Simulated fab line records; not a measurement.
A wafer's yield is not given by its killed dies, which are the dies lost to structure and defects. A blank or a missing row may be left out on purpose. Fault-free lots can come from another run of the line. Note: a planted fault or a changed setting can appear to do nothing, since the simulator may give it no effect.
Lot-split experiment | flow n5 finfet | on a route of 1938 steps: 7 lots, 21 wafers read

ON THE SPLIT
At N5_BEOL_M8_ILD_DEP_00 (deposits SiCOH lowk from DEMS/porogen, target thk 179.75 nm, time 33.4 s), the setting time s was moved away from the recipe's 33.4 s on 7 of the 21 wafers read, by -10.6% to +7.0%. This setting was run at the recipe's value on the other wafers.

FROM SPLIT TO READING: 1 step shown by the file between the two
- N5_BEOL_M8_CURE_74: cures SiCOH lowk, time 240 s

THE READING
M8_ILD_THK at N5_BEOL_M8_THK_MEAS_01, in nm. Typical for fault-free wafers on this fab line: 155.6 nm, with standard deviation 2.1 nm.

wafer  | tool, chamber at the split | time s as run, s | against the recipe | M8_ILD_THK, nm | against lot-mates on the recipe
L080.1 | pecvd-04, 0                | 33.4             | recipe             | 153.8          | -
L080.2 | pecvd-04, 2                | 33.4             | recipe             | 155.3          | -
L080.4 | pecvd-04, 0                | 30.16            | -9.7%              | 142.2          | -12.4
L087.1 | pecvd-04, 0                | 33.4             | recipe             | 154.7          | -
L087.5 | pecvd-04, 2                | 33.4             | recipe             | 156.2          | -
L087.6 | pecvd-04, 0                | 33.4             | recipe             | 156.4          | -
L093.1 | pecvd-01, 0                | 33.4             | recipe             | 155.4          | -
L093.2 | pecvd-01, 2                | 33.4             | recipe             | 153.1          | -
L093.5 | pecvd-01, 2                | 33.4             | recipe             | 154.6          | -
L089.1 | pecvd-02, 1                | 29.86            | -10.6%             | 135.3          | no lot-mate on the recipe
L089.3 | pecvd-02, 0                | 29.86            | -10.6%             | 138.3          | no lot-mate on the recipe
L089.4 | pecvd-02, 0                | 29.86            | -10.6%             | 141.7          | no lot-mate on the recipe
L091.1 | pecvd-04, 2                | 35.74            | +7.0%              | 166.2          | +8.8
L091.3 | pecvd-04, 1                | 33.4             | recipe             | 155.1          | -
L091.5 | pecvd-04, 0                | 33.4             | recipe             | 159.6          | -
L092.3 | pecvd-01, 1                | 33.4             | recipe             | 153.5          | -
L092.4 | pecvd-01, 1,0              | 33.4             | recipe             | 155.9          | -
L092.5 | pecvd-01, 1,0              | 33.4             | recipe             | 155.9          | -
L095.2 | pecvd-04, 1                | 31.93            | -4.4%              | 149.6          | -10.2
L095.3 | pecvd-04, 2                | 31.93            | -4.4%              | 149.7          | -10.1
L095.6 | pecvd-04, 1                | 33.4             | recipe             | 159.8          | -
Where a row lists several chambers, the file gives one row for several wafers and doesn't say which wafer went through which chamber.

FIT RESULTS
A straight line over all 21 wafers: M8_ILD_THK changes by +1.55 nm for each +1% of time s; r = +0.96; the points scatter about the line by 2 nm.
The same after taking each lot's own level away (the mean of its wafers on the recipe; 18 wafers): +1.47 nm for each +1%; r = +0.94; scatter 1.8 nm.
According to that fit, moving time s by its largest amount changes the reading by 16 nm.
Measured against the standard deviation above, the lots' own levels, which go from 154.37 to 159.80 nm, span 2.6 times it.
Hence the lot-to-lot level has little effect on the slope; both slopes agree.
Check: with one of the wafers moved furthest among these (-9.7%) left out of the fit, the line predicts -17.1 nm for it against its lot-mates. It came out at -12.4 nm against them.

THE OTHER SPLITS THESE WAFERS WENT THROUGH
Other splits were also applied to these wafers ahead of the reading. Each is held against what the fit with the lots' levels taken away leaves over:
other split on the same wafers    | wafers away from the commonest value | r with M8_ILD_THK (lot level and that fit taken away)
N5_BEOL_M5_EXPOSE_08 dose mj      | 6                                    | -0.25
N5_BEOL_M6_PECVD_70 temp c        | 8                                    | -0.12
N5_BEOL_M7_HM_DEP_02 target thk a | 9                                    | -0.07
N5_BEOL_M7_COAT_60 spin rpm       | 6                                    | -0.25

THE WHOLE CHAIN: every reading that the file lists as answering this split, in the file's order
step                   | what it does                                                             | reading                                                                                  | change (the file's fit)              | r (the file's)
N5_BEOL_M8_ILD_DEP_00  | deposits SiCOH lowk from DEMS/porogen, target thk 179.75 nm, time 33.4 s | SiCOH_lowk_of_BEOL_M8_ILD_DEP_00.thk nm (the simulator's own value, which no gauge read) | +1.59 nm for each +1% of the setting | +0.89
N5_BEOL_M8_CURE_74     | cures SiCOH lowk, time 240 s                                             | SiCOH_lowk_of_BEOL_M8_ILD_DEP_00.thk nm (the simulator's own value, which no gauge read) | +1.38 nm for each +1% of the setting | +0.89
N5_BEOL_M8_THK_MEAS_01 |                                                                          | M8_ILD_THK                                                                               | +1.39 for each +1% of the setting    | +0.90

THE FILE'S OWN FIT
M8_ILD_THK changes by +1.39 nm for each +1% of time s, r = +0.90.
